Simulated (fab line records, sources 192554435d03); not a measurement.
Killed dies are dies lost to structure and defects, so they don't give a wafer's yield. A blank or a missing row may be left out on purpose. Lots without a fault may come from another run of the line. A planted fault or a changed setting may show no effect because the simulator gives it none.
Chamber matching | flow n5_finfet | N5_BEOL_M5_STRIP_36 on rie_diel-01: 4 sister chambers
The step strips in N2/H2. 16 wafers are shown with their chamber, then 8 later ones without.

WAFERS WITH THEIR CHAMBER
wafer  | chamber | drypump_motor_current_A (A) | throttle_valve_pct (%) | showerhead_plenum_p_Torr (Torr)
L076.3 | 2       | 5.6                         | 23.67                  | 2.52
L076.4 | 3       | 4.7                         | 23.96                  | 2.51
L076.6 | 3       | 4.7                         | 23.97                  | 2.51
L075.2 | 1       | 5.2                         | 23.48                  | 2.61
L075.4 | 2       | 5.5                         | 23.68                  | 2.52
L075.5 | 2       | 5.6                         | 23.69                  | 2.52
L080.2 | 1       | 5.2                         | 23.49                  | 2.60
L080.3 | 2       | 5.6                         | 23.71                  | 2.52
L080.4 | 3       | 4.7                         | 23.96                  | 2.50
L081.2 | 0       | 5.0                         | 23.88                  | 2.64
L081.3 | 2       | 5.6                         | 23.67                  | 2.51
L081.5 | 2       | 5.6                         | 23.67                  | 2.51
L084.1 | 3       | 4.7                         | 23.97                  | 2.50
L084.2 | 0       | 5.0                         | 23.97                  | 2.63
L084.4 | 2       | 5.6                         | 23.70                  | 2.51
L094.3 | 2       | 5.5                         | 23.70                  | 2.50

SIGNATURES (means of the wafers above)
reading                  | chamber 0 | chamber 1 | chamber 2 | chamber 3 | scatter within a chamber
drypump_motor_current_A  | 5.000     | 5.200     | 5.575     | 4.700     | 0.0354
throttle_valve_pct       | 23.9250   | 23.4850   | 23.6863   | 23.9650   | 0.0223
showerhead_plenum_p_Torr | 2.6350    | 2.6050    | 2.5137    | 2.5050    | 0.007
Rule: a wafer's distance from a chamber is the root of the sum, over the readings, of the square of ((its reading less the chamber's mean) divided by the reading's scatter). The wafer belongs to the nearest chamber; if the next one is less than 2 further off, it can't be placed. The scatter: the root of (the sum of the squares of (reading less its chamber's mean) over the shown wafers, divided by (wafers less chambers)).

WAFERS WITHOUT THEIR CHAMBER
wafer  | drypump_motor_current_A (A) | throttle_valve_pct (%) | showerhead_plenum_p_Torr (Torr)
L094.4 | 5.5                         | 23.73                  | 2.50
L094.5 | 5.0                         | 23.98                  | 2.62
L089.3 | 5.0                         | 23.98                  | 2.62
L089.5 | 5.2                         | 23.39                  | 2.59
L089.6 | 5.0                         | 24.00                  | 2.62
L096.1 | 4.8                         | 23.58                  | 2.49
L096.4 | 5.2                         | 23.35                  | 2.59
L096.5 | 5.2                         | 23.39                  | 2.59

WHICH CHAMBER EACH WENT THROUGH
wafer  | from the rows above | in truth
L094.4 | 2                   | 2
L094.5 | 0                   | 0
L089.3 | 0                   | 0
L089.5 | 1                   | 1
L089.6 | 0                   | 0
L096.1 | 3                   | 3
L096.4 | 1                   | 1
L096.5 | 1                   | 1
Placed correctly: 8 of 8. Can't be placed from these rows: 0. Placed wrongly: 0.
